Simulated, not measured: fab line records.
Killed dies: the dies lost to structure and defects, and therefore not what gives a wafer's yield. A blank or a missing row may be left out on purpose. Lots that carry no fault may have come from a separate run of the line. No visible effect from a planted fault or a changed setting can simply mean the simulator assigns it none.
Matching of chambers + flow n5_finfet + rie_diel-03 running N5_BEOL_M0_STRIP_104: 4 sister chambers
The step strips in N2/H2. 22 wafers are shown with their chamber, then 11 later ones without.

== WAFERS WITH THEIR CHAMBER ==
| wafer  | chamber | showerhead_plenum_p_Torr (Torr) | drypump_motor_current_A (A) | oes_product_au (a.u.) |
|--------|---------|---------------------------------|-----------------------------|-----------------------|
| L081.2 | 2       | 2.44                            | 5.7                         | 0.76                  |
| L081.4 | 3       | 2.57                            | 5.6                         | 0.83                  |
| L081.5 | 3       | 2.57                            | 5.6                         | 0.84                  |
| L082.1 | 1       | 2.37                            | 5.4                         | 0.71                  |
| L082.2 | 2       | 2.44                            | 5.7                         | 0.75                  |
| L082.3 | 0       | 2.61                            | 5.5                         | 0.72                  |
| L082.4 | 3       | 2.57                            | 5.6                         | 0.83                  |
| L082.5 | 1       | 2.37                            | 5.4                         | 0.72                  |
| L082.6 | 2       | 2.44                            | 5.7                         | 0.74                  |
| L085.1 | 2       | 2.43                            | 5.8                         | 0.74                  |
| L085.2 | 1       | 2.37                            | 5.4                         | 0.70                  |
| L085.3 | 3       | 2.57                            | 5.6                         | 0.85                  |
| L085.4 | 0       | 2.61                            | 5.5                         | 0.70                  |
| L085.5 | 2       | 2.43                            | 5.7                         | 0.76                  |
| L085.6 | 1       | 2.37                            | 5.4                         | 0.70                  |
| L086.1 | 3       | 2.57                            | 5.6                         | 0.83                  |
| L086.2 | 0       | 2.61                            | 5.5                         | 0.71                  |
| L086.5 | 0       | 2.61                            | 5.5                         | 0.69                  |
| L087.2 | 0       | 2.61                            | 5.6                         | 0.68                  |
| L087.4 | 2       | 2.43                            | 5.7                         | 0.75                  |
| L087.6 | 2       | 2.43                            | 5.7                         | 0.75                  |
| L088.2 | 0       | 2.61                            | 5.5                         | 0.69                  |

SIGNATURES (averages over the wafers above)
| reading                  | chamber 0 | chamber 1 | chamber 2 | chamber 3 | scatter within a chamber |
|--------------------------|-----------|-----------|-----------|-----------|--------------------------|
| showerhead_plenum_p_Torr | 2.6100    | 2.3700    | 2.4343    | 2.5700    | 0.00309                  |
| drypump_motor_current_A  | 5.517     | 5.400     | 5.714     | 5.600     | 0.0306                   |
| oes_product_au           | 0.6983    | 0.7075    | 0.7500    | 0.8360    | 0.0107                   |
Rule: distance of a wafer from a chamber = root of the sum over the readings of ((wafer's reading minus chamber's mean) / reading's scatter) squared. The wafer belongs to the nearest chamber; if the next one is less than 2 further off, it can't be placed. The scatter: the root of (the sum of the squares of (reading less its chamber's mean) over the shown wafers, divided by (wafers less chambers)).

== WAFERS WHOSE CHAMBER IS MISSING ==
| wafer  | showerhead_plenum_p_Torr (Torr) | drypump_motor_current_A (A) | oes_product_au (a.u.) |
|--------|---------------------------------|-----------------------------|-----------------------|
| L088.3 | 2.57                            | 5.6                         | 0.81                  |
| L088.5 | 2.61                            | 5.5                         | 0.70                  |
| L090.1 | 2.57                            | 5.6                         | 0.81                  |
| L090.5 | 2.57                            | 5.6                         | 0.82                  |
| L090.6 | 2.43                            | 5.8                         | 0.74                  |
| L093.3 | 2.56                            | 5.6                         | 0.82                  |
| L093.4 | 2.43                            | 5.7                         | 0.74                  |
| L093.5 | 2.37                            | 5.4                         | 0.69                  |
| L096.1 | 2.36                            | 5.4                         | 0.69                  |
| L096.2 | 2.60                            | 5.5                         | 0.69                  |
| L096.3 | 2.42                            | 5.7                         | 0.73                  |

== WHICH CHAMBER EACH ONE RAN IN ==
| wafer  | from the rows above | in truth |
|--------|---------------------|----------|
| L088.3 | 3                   | 3        |
| L088.5 | 0                   | 0        |
| L090.1 | 3                   | 3        |
| L090.5 | 3                   | 3        |
| L090.6 | 2                   | 2        |
| L093.3 | 3                   | 3        |
| L093.4 | 2                   | 2        |
| L093.5 | 1                   | 1        |
| L096.1 | 1                   | 1        |
| L096.2 | 0                   | 0        |
| L096.3 | 2                   | 2        |
11 of 11 placed correctly. Number that these rows cannot place: 0. Placed wrongly: 0.
